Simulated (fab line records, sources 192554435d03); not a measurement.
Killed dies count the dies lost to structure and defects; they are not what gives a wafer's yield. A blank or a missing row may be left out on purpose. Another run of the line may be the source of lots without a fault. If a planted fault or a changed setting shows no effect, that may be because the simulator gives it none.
Matching of chambers | flow n5_finfet | N5_SD_EPI_P_ETCH_36 on rie_diel-06 has 4 sister chambers
The step etches SiARC in CF4, target depth 45.5 nm, time 75.8 s. 4 wafers are shown with their chamber, then 9 later ones without.

== WAFERS, EACH WITH ITS CHAMBER ==
wafer  | chamber | drypump_motor_current_A (A)
L083.1 | 1       | 6.6
L083.2 | 2       | 5.9
L085.2 | 3       | 6.5
L085.6 | 0       | 5.1

== WAFERS WHOSE CHAMBER IS MISSING ==
wafer  | drypump_motor_current_A (A)
L086.2 | 5.1
L086.3 | 6.5
L086.4 | 6.6
L092.1 | 5.1
L092.2 | 5.9
L092.5 | 6.5
L094.2 | 5.9
L094.5 | 6.4
L094.6 | 5.8

== EACH ONE'S CHAMBER ==
wafer  | from the rows above | in truth
L086.2 | 0                   | 0
L086.3 | 3                   | 3
L086.4 | 1                   | 1
L092.1 | 0                   | 0
L092.2 | 2                   | 2
L092.5 | 3                   | 3
L094.2 | 2                   | 2
L094.5 | 3                   | 3
L094.6 | 2                   | 2
9 of 9 placed correctly. From these rows, 0 cannot be placed. 0 placed wrongly.
How it was worked out, from the rows above alone: a wafer's distance from a chamber is the root of the sum, over the readings, of the square of ((its reading less the chamber's mean) divided by the reading's scatter). If the next closest chamber is less than 2 further off than the closest, the wafer can't be placed; otherwise it belongs to the closest. For every chamber, the mean is computed from those of its wafers that are shown. The scatter: root of mean squared gap, hidden wafer to nearest shown wafer, with one shown wafer a chamber.
